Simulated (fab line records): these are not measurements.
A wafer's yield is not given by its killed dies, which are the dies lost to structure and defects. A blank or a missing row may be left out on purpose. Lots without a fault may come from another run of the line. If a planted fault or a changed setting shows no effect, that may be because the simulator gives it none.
A sampling plan put to the test | flow n5_finfet | one line in one fab, 75 faults in these records, each fault weighed on the records of the lots it struck
The line's own looks make up the plan; these are the steps of the route where a gauge or inspection reads the wafer and leaves it unchanged. A look can be judged if struck wafers have a number there and the file gives its usual mean and standard deviation on fault-free wafers. Caught: a look later than the fault's first step finds the struck wafers' mean 4 or more of those standard deviations (sigma) from the usual mean. On the tool: the identical test, applied to the tool's own readings at the steps of the fault. It also counts as caught if the struck wafers ran another recipe or if their record alone is blank.

## THE FAULTS, as the simulator had put them in
1. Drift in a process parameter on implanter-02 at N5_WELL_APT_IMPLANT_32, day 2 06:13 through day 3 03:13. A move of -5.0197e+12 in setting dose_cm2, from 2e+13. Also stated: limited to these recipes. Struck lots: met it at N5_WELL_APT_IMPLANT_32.
2. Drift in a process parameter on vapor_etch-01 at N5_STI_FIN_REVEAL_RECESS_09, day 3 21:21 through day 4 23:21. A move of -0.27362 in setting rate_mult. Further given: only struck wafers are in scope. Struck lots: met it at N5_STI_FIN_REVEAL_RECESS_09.
3. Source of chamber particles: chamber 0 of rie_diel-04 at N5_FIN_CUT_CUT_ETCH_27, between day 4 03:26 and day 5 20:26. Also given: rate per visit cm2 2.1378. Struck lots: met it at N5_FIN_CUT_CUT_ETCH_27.
4. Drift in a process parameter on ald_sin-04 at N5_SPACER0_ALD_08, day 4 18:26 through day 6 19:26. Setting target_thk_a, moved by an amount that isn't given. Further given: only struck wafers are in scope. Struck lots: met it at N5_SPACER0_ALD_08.
5. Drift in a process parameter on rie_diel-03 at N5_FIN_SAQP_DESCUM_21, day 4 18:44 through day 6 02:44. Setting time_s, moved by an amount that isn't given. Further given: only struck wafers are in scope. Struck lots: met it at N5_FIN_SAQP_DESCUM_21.
6. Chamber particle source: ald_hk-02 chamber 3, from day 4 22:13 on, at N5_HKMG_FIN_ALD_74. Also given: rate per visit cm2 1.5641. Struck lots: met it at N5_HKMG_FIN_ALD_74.
7. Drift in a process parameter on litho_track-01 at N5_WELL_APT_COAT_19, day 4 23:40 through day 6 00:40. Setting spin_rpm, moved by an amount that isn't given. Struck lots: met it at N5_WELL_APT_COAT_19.
8. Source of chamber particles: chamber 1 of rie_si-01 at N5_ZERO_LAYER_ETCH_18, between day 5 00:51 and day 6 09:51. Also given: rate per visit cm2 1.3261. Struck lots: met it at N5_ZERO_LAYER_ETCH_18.
9. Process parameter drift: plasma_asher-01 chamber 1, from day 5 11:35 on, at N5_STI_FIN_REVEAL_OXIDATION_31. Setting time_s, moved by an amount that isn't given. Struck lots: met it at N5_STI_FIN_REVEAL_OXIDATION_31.
10. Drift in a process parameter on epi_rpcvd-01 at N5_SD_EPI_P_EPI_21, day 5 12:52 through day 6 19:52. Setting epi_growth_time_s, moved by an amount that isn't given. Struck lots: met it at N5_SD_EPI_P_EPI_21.
11. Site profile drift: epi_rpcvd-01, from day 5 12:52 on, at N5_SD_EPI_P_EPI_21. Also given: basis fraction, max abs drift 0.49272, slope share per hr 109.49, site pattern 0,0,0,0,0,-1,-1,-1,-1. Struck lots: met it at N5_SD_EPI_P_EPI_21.
12. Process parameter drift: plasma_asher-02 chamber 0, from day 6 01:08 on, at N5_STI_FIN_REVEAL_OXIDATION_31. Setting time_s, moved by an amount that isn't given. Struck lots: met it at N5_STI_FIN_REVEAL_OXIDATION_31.
13. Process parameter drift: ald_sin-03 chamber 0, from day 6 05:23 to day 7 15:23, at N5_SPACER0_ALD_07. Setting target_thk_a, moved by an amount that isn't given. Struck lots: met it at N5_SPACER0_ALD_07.
14. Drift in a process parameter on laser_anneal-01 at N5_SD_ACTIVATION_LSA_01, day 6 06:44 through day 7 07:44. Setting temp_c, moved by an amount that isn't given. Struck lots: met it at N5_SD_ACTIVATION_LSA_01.
15. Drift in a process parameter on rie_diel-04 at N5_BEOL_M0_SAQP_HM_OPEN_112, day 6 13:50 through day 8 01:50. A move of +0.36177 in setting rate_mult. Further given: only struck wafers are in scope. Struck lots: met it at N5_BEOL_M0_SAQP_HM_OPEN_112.
16. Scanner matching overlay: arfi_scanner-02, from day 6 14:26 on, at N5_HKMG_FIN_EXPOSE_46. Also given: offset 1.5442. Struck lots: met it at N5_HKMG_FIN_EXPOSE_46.
17. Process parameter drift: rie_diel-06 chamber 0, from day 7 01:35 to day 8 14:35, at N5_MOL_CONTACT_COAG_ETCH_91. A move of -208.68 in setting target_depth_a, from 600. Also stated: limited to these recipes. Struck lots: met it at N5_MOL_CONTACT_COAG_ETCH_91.
18. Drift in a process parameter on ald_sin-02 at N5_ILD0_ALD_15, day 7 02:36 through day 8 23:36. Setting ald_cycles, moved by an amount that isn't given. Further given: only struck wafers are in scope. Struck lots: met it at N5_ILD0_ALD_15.
19. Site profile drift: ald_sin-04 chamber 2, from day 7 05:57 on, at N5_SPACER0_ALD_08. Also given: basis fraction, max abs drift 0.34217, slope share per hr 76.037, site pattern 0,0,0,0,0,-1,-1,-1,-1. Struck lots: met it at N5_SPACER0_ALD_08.
20. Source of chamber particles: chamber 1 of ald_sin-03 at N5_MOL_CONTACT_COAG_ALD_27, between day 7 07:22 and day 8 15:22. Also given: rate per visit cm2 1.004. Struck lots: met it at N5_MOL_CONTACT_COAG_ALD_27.
21. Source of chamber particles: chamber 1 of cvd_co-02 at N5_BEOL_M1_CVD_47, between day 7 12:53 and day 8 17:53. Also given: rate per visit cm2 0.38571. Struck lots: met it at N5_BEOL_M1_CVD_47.
22. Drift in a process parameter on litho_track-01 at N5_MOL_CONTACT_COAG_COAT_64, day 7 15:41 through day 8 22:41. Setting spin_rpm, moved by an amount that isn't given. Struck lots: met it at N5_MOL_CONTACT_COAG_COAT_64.
23. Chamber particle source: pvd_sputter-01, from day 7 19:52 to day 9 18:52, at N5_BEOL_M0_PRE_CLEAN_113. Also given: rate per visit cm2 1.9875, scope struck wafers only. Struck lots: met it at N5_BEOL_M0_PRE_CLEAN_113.
24. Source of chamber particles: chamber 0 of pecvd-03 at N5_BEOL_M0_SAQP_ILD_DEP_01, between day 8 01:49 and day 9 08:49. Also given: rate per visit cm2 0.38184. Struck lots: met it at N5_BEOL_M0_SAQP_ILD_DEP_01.
25. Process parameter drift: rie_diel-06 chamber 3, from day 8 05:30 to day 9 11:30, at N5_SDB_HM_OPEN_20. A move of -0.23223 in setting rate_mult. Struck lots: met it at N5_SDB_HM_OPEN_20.
26. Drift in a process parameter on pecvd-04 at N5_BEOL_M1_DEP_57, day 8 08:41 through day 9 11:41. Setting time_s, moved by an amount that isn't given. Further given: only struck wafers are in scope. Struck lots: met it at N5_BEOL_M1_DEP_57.
27. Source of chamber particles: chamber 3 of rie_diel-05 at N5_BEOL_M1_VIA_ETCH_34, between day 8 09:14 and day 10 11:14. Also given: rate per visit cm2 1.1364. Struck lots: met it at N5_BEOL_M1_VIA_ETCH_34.
28. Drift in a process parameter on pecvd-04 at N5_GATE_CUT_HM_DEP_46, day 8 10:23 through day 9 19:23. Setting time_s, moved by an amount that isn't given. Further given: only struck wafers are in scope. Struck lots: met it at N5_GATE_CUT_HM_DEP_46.
29. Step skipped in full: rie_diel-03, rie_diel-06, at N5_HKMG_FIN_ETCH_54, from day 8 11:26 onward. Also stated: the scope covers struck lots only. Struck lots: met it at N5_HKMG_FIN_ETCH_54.
30. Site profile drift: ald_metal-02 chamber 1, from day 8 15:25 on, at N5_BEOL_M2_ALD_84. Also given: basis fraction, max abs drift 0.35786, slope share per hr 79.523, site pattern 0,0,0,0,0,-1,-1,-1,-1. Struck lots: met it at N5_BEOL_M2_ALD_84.
31. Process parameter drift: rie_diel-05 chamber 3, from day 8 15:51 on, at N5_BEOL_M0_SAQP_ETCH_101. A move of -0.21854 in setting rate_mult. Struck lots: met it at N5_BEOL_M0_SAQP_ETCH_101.
32. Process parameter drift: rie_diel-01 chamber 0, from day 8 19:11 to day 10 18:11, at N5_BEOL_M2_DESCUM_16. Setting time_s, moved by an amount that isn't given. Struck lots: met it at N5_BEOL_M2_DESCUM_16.
33. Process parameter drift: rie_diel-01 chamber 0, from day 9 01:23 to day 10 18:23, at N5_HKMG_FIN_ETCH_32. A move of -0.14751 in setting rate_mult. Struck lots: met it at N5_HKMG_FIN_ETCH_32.
34. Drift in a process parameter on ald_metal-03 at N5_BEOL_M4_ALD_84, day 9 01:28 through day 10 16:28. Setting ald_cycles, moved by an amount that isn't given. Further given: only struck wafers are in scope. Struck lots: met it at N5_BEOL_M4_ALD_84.
35. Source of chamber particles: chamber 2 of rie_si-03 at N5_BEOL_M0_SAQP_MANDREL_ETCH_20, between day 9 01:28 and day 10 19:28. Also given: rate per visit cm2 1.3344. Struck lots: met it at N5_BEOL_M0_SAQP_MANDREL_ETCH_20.
36. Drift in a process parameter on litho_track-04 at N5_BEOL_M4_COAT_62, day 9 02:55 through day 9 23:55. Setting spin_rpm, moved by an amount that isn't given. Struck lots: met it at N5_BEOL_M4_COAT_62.
37. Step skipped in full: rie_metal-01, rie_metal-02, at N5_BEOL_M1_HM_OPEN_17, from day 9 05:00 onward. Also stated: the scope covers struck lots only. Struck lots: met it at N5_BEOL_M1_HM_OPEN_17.
38. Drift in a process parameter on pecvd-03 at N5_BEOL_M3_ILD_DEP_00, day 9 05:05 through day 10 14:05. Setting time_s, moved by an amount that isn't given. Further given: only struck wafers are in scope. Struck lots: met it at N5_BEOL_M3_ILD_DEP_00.
39. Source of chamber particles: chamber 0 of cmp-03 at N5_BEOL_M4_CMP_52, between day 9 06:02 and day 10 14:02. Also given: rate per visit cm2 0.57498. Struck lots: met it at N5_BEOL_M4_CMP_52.
40. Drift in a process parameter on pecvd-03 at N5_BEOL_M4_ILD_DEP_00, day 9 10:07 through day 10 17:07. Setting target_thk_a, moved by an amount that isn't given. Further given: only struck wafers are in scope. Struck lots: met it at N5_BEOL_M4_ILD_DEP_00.
41. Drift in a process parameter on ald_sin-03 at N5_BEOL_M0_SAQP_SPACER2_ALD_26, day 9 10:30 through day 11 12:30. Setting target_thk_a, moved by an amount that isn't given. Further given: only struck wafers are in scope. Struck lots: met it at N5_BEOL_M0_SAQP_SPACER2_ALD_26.
42. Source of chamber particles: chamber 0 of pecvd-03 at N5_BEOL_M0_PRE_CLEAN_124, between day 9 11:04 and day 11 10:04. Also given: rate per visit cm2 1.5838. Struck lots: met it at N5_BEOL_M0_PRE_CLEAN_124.
43. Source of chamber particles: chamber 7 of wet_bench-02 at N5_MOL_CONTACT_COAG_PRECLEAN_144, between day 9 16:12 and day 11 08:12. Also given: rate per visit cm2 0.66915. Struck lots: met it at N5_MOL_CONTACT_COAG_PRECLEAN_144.
44. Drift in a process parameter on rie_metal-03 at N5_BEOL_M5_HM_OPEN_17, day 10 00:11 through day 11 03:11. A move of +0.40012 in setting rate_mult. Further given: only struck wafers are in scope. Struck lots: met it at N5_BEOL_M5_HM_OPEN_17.
45. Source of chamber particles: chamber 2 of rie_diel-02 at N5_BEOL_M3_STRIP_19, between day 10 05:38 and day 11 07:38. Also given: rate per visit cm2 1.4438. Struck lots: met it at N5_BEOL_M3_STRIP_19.
46. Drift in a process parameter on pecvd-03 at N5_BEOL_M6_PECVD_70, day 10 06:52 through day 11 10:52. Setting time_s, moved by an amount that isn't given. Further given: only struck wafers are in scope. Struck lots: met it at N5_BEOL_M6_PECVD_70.
47. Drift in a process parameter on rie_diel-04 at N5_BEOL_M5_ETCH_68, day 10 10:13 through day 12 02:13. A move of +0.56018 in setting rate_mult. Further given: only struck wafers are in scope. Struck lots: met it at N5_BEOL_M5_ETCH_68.
48. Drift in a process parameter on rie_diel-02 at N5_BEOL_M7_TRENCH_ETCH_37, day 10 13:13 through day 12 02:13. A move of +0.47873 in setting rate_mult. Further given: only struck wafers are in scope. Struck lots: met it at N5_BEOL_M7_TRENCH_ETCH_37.
49. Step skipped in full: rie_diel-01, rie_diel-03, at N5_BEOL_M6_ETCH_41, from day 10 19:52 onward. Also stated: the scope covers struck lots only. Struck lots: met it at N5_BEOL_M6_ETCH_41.
50. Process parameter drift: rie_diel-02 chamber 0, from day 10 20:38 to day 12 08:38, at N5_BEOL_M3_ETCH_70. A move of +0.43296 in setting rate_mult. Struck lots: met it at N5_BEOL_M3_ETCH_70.
51. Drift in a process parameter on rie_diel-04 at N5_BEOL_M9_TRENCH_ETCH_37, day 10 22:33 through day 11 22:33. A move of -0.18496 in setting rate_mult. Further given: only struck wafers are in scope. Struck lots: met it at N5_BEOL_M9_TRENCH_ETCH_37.
52. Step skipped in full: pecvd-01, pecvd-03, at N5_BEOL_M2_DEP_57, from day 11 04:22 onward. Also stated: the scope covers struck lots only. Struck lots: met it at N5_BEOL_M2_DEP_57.
53. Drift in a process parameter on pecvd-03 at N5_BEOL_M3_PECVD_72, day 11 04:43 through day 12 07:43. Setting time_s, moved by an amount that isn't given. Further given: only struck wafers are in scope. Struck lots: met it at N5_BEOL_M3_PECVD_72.
54. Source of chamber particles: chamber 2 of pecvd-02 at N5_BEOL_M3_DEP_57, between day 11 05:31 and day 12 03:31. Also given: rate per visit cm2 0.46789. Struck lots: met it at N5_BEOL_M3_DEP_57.
55. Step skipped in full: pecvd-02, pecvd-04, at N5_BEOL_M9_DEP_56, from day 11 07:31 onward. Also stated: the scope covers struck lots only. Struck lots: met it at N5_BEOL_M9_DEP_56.
56. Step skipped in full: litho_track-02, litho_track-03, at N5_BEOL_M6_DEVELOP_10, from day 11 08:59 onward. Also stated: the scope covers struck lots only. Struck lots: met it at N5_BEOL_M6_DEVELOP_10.
57. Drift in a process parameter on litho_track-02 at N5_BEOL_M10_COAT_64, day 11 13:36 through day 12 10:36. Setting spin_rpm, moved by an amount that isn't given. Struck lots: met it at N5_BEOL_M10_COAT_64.
58. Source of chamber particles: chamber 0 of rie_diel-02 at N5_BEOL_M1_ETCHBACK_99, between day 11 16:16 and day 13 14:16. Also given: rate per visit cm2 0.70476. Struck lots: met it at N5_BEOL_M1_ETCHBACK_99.
59. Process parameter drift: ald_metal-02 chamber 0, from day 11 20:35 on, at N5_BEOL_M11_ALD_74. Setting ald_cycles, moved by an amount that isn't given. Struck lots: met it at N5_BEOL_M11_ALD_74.
60. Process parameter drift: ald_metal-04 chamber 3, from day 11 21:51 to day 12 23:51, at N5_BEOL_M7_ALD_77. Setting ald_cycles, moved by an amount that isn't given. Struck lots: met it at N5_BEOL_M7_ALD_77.
61. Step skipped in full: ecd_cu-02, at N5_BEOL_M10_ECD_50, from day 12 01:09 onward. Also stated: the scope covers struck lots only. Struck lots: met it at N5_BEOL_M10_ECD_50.
62. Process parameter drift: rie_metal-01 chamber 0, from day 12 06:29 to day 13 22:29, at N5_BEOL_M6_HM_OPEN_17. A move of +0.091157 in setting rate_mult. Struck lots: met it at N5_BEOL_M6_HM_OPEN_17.
63. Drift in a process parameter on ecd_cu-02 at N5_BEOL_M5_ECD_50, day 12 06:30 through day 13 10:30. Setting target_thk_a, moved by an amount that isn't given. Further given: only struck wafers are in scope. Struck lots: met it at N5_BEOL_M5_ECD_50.
64. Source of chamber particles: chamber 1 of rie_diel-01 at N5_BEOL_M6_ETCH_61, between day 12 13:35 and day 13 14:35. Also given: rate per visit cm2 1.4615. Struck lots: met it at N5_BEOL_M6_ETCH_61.
65. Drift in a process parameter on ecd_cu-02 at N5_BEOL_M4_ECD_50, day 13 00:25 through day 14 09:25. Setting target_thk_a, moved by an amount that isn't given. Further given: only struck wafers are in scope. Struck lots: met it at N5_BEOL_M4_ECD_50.
66. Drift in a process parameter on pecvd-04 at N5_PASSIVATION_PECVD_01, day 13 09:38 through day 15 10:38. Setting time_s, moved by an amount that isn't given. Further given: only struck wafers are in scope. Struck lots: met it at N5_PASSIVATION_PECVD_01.
67. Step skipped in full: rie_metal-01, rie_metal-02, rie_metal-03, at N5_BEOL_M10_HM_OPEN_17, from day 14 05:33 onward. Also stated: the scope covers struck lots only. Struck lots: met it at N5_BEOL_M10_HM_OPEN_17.
68. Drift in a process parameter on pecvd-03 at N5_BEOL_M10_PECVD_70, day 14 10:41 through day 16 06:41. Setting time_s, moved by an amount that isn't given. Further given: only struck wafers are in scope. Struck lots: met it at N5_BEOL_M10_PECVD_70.
69. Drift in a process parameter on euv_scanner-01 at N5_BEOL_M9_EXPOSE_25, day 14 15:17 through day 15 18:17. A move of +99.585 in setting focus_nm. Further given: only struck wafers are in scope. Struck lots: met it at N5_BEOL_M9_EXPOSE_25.
70. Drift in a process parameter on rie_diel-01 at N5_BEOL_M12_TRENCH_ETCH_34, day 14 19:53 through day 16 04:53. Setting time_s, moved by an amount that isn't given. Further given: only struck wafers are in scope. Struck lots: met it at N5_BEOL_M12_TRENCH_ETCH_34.
71. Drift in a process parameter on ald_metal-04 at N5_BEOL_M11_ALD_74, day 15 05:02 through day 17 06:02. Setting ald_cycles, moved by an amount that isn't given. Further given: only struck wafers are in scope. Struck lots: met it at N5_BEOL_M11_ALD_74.
72. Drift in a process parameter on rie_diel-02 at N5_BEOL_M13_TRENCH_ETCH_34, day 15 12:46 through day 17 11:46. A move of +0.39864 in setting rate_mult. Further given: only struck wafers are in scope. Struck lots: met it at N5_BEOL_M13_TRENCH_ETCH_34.
73. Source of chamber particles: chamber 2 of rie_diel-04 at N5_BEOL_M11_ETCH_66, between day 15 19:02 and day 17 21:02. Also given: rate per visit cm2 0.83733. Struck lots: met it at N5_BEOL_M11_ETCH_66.
74. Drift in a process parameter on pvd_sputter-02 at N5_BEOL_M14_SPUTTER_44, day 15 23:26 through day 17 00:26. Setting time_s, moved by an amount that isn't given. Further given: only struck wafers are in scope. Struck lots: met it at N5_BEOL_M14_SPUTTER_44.
75. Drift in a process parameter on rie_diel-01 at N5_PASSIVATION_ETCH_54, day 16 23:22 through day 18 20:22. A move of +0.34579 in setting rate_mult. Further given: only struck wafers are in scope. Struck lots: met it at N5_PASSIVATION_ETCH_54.

## WHAT THE PLAN SAW
fault | on the tool itself                                | first look that catches it                      | reading, sigma                                       | median hours from its first step to that look | hours from the fault's start to the first struck lot there | judged looks passed uncaught
1     | dose_ions_cm2 -99 or beyond sigma                 | N5_BEOL_M4_RC_MEAS_101                          | CJ_N -7.1                                            | 159.8                                         | 165                                                        | 0
2     | under 2 sigma                                     | N5_STI_FIN_REVEAL_FIN_H_MEAS_10                 | trench_depth_nm -15                                  | 1.6                                           | 5                                                          | 0
3     | under 2 sigma                                     | N5_FIN_CUT_INSPECT_17                           | raw_defect_count +18                                 | 0.4                                           | 12                                                         | 0
4     | under 2 sigma                                     | N5_BEOL_M4_RC_MEAS_101                          | REXT_N -6.2                                          | 129.5                                         | 135                                                        | 1
5     | under 2 sigma                                     | not the one look that can be judged after it    | -                                                    | -                                             | -                                                          | 1
6     | only faintly: heater_power_w -2.0 sigma           | not the one look that can be judged after it    | -                                                    | -                                             | -                                                          | 1
7     | spin_speed_rpm +59 sigma                          | none of the 4 looks that can be judged after it | -                                                    | -                                             | -                                                          | 4
8     | under 2 sigma                                     | N5_ZERO_LAYER_INSPECT_20                        | raw_defect_count +46                                 | 0.5                                           | 13                                                         | 0
9     | under 2 sigma                                     | N5_BEOL_M4_RC_MEAS_101                          | IOFF_N_LONG +4.2                                     | 144.3                                         | 145                                                        | 0
10    | no reading that can be judged                     | none of the 2 looks that can be judged after it | strongest: RS_SD_P at N5_BEOL_M4_RC_MEAS_101, -3.6   | -                                             | -                                                          | 2
11    | no reading that can be judged                     | N5_SD_EPI_P_EPI_MEAS_23                         | thk_nm -10                                           | 2.0                                           | 7                                                          | 0
12    | under 2 sigma                                     | N5_BEOL_M4_RC_MEAS_101                          | IOFF_N_LIN +6.0                                      | 137.9                                         | 140                                                        | 2
13    | under 2 sigma                                     | no look after it can be judged                  | -                                                    | -                                             | -                                                          | 0
14    | wafer_temp_C_max -10 sigma                        | N5_SD_ACTIVATION_RS_MEAS_03                     | RS_SD_N +4.8                                         | 0.2                                           | 10                                                         | 0
15    | under 2 sigma                                     | not the one look that can be judged after it    | -                                                    | -                                             | -                                                          | 1
16    | no reading that can be judged                     | not the one look that can be judged after it    | -                                                    | -                                             | -                                                          | 1
17    | under 2 sigma                                     | none of the 2 looks that can be judged after it | -                                                    | -                                             | -                                                          | 2
18    | under 2 sigma                                     | none of the 2 looks that can be judged after it | -                                                    | -                                             | -                                                          | 2
19    | under 2 sigma                                     | not the one look that can be judged after it    | -                                                    | -                                             | -                                                          | 1
20    | under 2 sigma                                     | no look after it can be judged                  | -                                                    | -                                             | -                                                          | 0
21    | no reading that can be judged                     | no look after it can be judged                  | -                                                    | -                                             | -                                                          | 0
22    | spin_speed_rpm +99 or beyond sigma                | not the one look that can be judged after it    | -                                                    | -                                             | -                                                          | 1
23    | under 2 sigma                                     | no look after it can be judged                  | -                                                    | -                                             | -                                                          | 0
24    | under 2 sigma                                     | N5_BEOL_M0_SAQP_INSPECT_42                      | raw_defect_count +4.2                                | 7.1                                           | 7                                                          | 1
25    | only faintly: oes_o_777_au +2.1 sigma             | not the one look that can be judged after it    | -                                                    | -                                             | -                                                          | 1
26    | under 2 sigma                                     | none of the 2 looks that can be judged after it | -                                                    | -                                             | -                                                          | 2
27    | under 2 sigma                                     | not the one look that can be judged after it    | -                                                    | -                                             | -                                                          | 1
28    | under 2 sigma                                     | not the one look that can be judged after it    | -                                                    | -                                             | -                                                          | 1
29    | the tool's record is blank for the struck wafers  | no look after it can be judged                  | -                                                    | -                                             | -                                                          | 0
30    | under 2 sigma                                     | N5_BEOL_M4_RC_MEAS_101                          | COMB_M2_max_site +9.3                                | 32.1                                          | 34                                                         | 0
31    | under 2 sigma                                     | not the one look that can be judged after it    | -                                                    | -                                             | -                                                          | 1
32    | under 2 sigma                                     | not the one look that can be judged after it    | -                                                    | -                                             | -                                                          | 1
33    | under 2 sigma                                     | not the one look that can be judged after it    | -                                                    | -                                             | -                                                          | 1
34    | under 2 sigma                                     | N5_BEOL_M4_RC_MEAS_101                          | CHAIN_V3 +9.1                                        | 3.5                                           | 5                                                          | 0
35    | only faintly: mfc_cl2_sccm -2.9 sigma             | N5_BEOL_M0_SAQP_INSPECT_42                      | raw_defect_count +12                                 | 3.6                                           | 23                                                         | 0
36    | spin_speed_rpm -99 or beyond sigma                | not the one look that can be judged after it    | -                                                    | -                                             | -                                                          | 1
37    | the tool's record is blank for the struck wafers  | no look after it can be judged                  | -                                                    | -                                             | -                                                          | 0
38    | under 2 sigma                                     | N5_BEOL_M3_THK_MEAS_01                          | M3_ILD_THK +5.3                                      | 0.1                                           | 9                                                          | 0
39    | under 2 sigma                                     | N5_BEOL_M4_INSPECT_59                           | raw_defect_count +13                                 | 0.6                                           | 19                                                         | 0
40    | under 2 sigma                                     | N5_BEOL_M4_THK_MEAS_01                          | M4_ILD_THK -46                                       | 0.1                                           | 12                                                         | 0
41    | under 2 sigma                                     | N5_BEOL_M0_SAQP_CD_MEAS_29                      | cd_nm -25                                            | 0.6                                           | 9                                                          | 0
42    | no reading that can be judged                     | N5_BEOL_M0_INSPECT_127                          | raw_defect_count +41                                 | 0.1                                           | 0                                                          | 0
43    | under 2 sigma                                     | N5_MOL_CONTACT_COAG_INSPECT_42                  | raw_defect_count +9.1                                | 0.5                                           | 13                                                         | 0
44    | under 2 sigma                                     | no look after it can be judged                  | -                                                    | -                                             | -                                                          | 0
45    | under 2 sigma                                     | N5_BEOL_M3_INSPECT_30                           | raw_defect_count +10                                 | 0.6                                           | 9                                                          | 0
46    | under 2 sigma                                     | no look after it can be judged                  | -                                                    | -                                             | -                                                          | 0
47    | under 2 sigma                                     | no look after it can be judged                  | -                                                    | -                                             | -                                                          | 0
48    | oes_product_au +4.8 sigma                         | N5_BEOL_M7_OCD_MEAS_38                          | trench_depth_nm +30                                  | 0.2                                           | 22                                                         | 0
49    | the tool's record is blank for the struck wafers  | no look after it can be judged                  | -                                                    | -                                             | -                                                          | 0
50    | only faintly: showerhead_plenum_p_Torr +2.0 sigma | not the one look that can be judged after it    | strongest: VT_P at N5_BEOL_M4_RC_MEAS_101, -2.3      | -                                             | -                                                          | 1
51    | under 2 sigma                                     | N5_BEOL_M9_OCD_MEAS_38                          | trench_depth_nm -11                                  | 0.2                                           | 11                                                         | 0
52    | the tool's record is blank for the struck wafers  | no look after it can be judged                  | -                                                    | -                                             | -                                                          | 0
53    | under 2 sigma                                     | none of the 2 looks that can be judged after it | -                                                    | -                                             | -                                                          | 2
54    | under 2 sigma                                     | N5_BEOL_M3_INSPECT_59                           | raw_defect_count +8.6                                | 0.1                                           | 4                                                          | 0
55    | the tool's record is blank for the struck wafers  | no look after it can be judged                  | -                                                    | -                                             | -                                                          | 0
56    | no reading that can be judged                     | no look after it can be judged                  | -                                                    | -                                             | -                                                          | 0
57    | spin_speed_rpm +99 or beyond sigma                | no look after it can be judged                  | -                                                    | -                                             | -                                                          | 0
58    | under 2 sigma                                     | not the one look that can be judged after it    | -                                                    | -                                             | -                                                          | 1
59    | under 2 sigma                                     | N5_BEOL_M15_RC_MEAS_101                         | COMB_M11 +99 or beyond                               | 30.5                                          | 24                                                         | 0
60    | under 2 sigma                                     | N5_BEOL_M15_RC_MEAS_101                         | SERP_M7 +4.3                                         | 71.4                                          | 73                                                         | 0
61    | no reading that can be judged                     | no look after it can be judged                  | -                                                    | -                                             | -                                                          | 0
62    | under 2 sigma                                     | no look after it can be judged                  | -                                                    | -                                             | -                                                          | 0
63    | no reading that can be judged                     | not the one look that can be judged after it    | -                                                    | -                                             | -                                                          | 1
64    | under 2 sigma                                     | N5_BEOL_M6_INSPECT_30                           | raw_defect_count +10                                 | 1.2                                           | 17                                                         | 0
65    | no reading that can be judged                     | not the one look that can be judged after it    | strongest: DIBL_N at N5_BEOL_M4_RC_MEAS_101, -2.1    | -                                             | -                                                          | 1
66    | under 2 sigma                                     | none of the 2 looks that can be judged after it | -                                                    | -                                             | -                                                          | 2
67    | the tool's record is blank for the struck wafers  | no look after it can be judged                  | -                                                    | -                                             | -                                                          | 0
68    | under 2 sigma                                     | no look after it can be judged                  | -                                                    | -                                             | -                                                          | 0
69    | no reading that can be judged                     | N5_BEOL_M9_CD_MEAS_28                           | cd_nm +21                                            | 0.1                                           | 4                                                          | 0
70    | under 2 sigma                                     | none of the 2 looks that can be judged after it | strongest: M12_RS at N5_BEOL_M12_RS_MEAS_54, +3.2    | -                                             | -                                                          | 2
71    | under 2 sigma                                     | not the one look that can be judged after it    | strongest: COMB_M11 at N5_BEOL_M15_RC_MEAS_101, +2.9 | -                                             | -                                                          | 1
72    | only faintly: oes_product_au +2.0 sigma           | N5_BEOL_M13_OCD_MEAS_35                         | trench_depth_nm +22                                  | 0.2                                           | 39                                                         | 0
73    | under 2 sigma                                     | not the one look that can be judged after it    | -                                                    | -                                             | -                                                          | 1
74    | under 2 sigma                                     | not the one look that can be judged after it    | -                                                    | -                                             | -                                                          | 1
75    | under 2 sigma                                     | no look after it can be judged                  | -                                                    | -                                             | -                                                          | 0
A dash: the fault is not caught, or the number is missing from these records.

Caught at a look: 28 of 75. Caught on the tool: 13 of 75. By one or the other: 38 of 75.
Faults caught by the tool alone: 7, 22, 29, 36, 37, 49, 52, 55, 57, 67.
Caught at a look alone: faults 2, 3, 4, 8, 9, 11, 12, 24, 30, 34, 35, 38, 39, 40, 41, 42, 43, 45, 51, 54, 59, 60, 64, 69, 72.
Caught by neither: faults 5, 6, 10, 13, 15, 16, 17, 18, 19, 20, 21, 23, 25, 26, 27, 28, 31, 32, 33, 44, 46, 47, 50, 53, 56, 58, 61, 62, 63, 65, 66, 68, 70, 71, 73, 74, 75.

## THINNER SAMPLING
Were the look that catches a fault to measure just every second or every third lot (counted by lot number), the first struck lot would, at worst, be measured this late:
fault | struck lots at that look, in order of time | every lot | every second lot | every third lot
1     | L607, L609, L608                           | 165 h     | 169 h            | 169 h
2     | L829, L831, L832                           | 5 h       | 21 h             | may miss all 3
3     | L334                                       | 12 h      | may miss it      | may miss it
4     | L344, L346                                 | 135 h     | may miss all 2   | may miss all 2
8     | L236                                       | 13 h      | may miss it      | may miss it
9     | L366, L368                                 | 145 h     | may miss all 2   | may miss all 2
11    | L171, L173                                 | 7 h       | may miss all 2   | may miss all 2
12    | L933, L934                                 | 140 h     | 157 h            | may miss all 2
14    | L954, L956                                 | 10 h      | may miss all 2   | may miss all 2
24    | L270, L272                                 | 7 h       | may miss all 2   | may miss all 2
30    | L147                                       | 34 h      | may miss it      | may miss it
34    | L530, L532, L534                           | 5 h       | may miss all 3   | 32 h
35    | L906                                       | 23 h      | may miss it      | may miss it
38    | L805, L807                                 | 9 h       | may miss all 2   | may miss all 2
39    | L159, L161                                 | 19 h      | may miss all 2   | may miss all 2
40    | L587, L588                                 | 12 h      | 15 h             | may miss all 2
41    | L567, L569, L575                           | 9 h       | may miss all 3   | may miss all 3
42    | L432, L435                                 | 0 h       | 10 h             | may miss all 2
43    | L549, L550                                 | 13 h      | 16 h             | may miss all 2
45    | L690                                       | 9 h       | may miss it      | may miss it
48    | L632                                       | 22 h      | may miss it      | may miss it
51    | L699                                       | 11 h      | may miss it      | may miss it
54    | L670, L671                                 | 4 h       | 17 h             | may miss all 2
59    | L121, L119, L123                           | 24 h      | may miss all 3   | 56 h
60    | L137                                       | 73 h      | may miss it      | may miss it
64    | L200                                       | 17 h      | may miss it      | may miss it
69    | L177, L176                                 | 4 h       | 13 h             | may miss all 2
72    | L979                                       | 39 h      | may miss it      | may miss it
Hours: fault start to first struck lot measured. The test against the limit of 4 sigma pooled every struck wafer, which means one lot taken alone may stay below that limit. Other struck lots may not be in these records.

## THE LONGEST TIMED WAY FROM STEP TO LOOK
In fault 1, a median of 159.8 hours elapses between N5_WELL_APT_IMPLANT_32 and N5_BEOL_M4_RC_MEAS_101. No look between them can be judged.
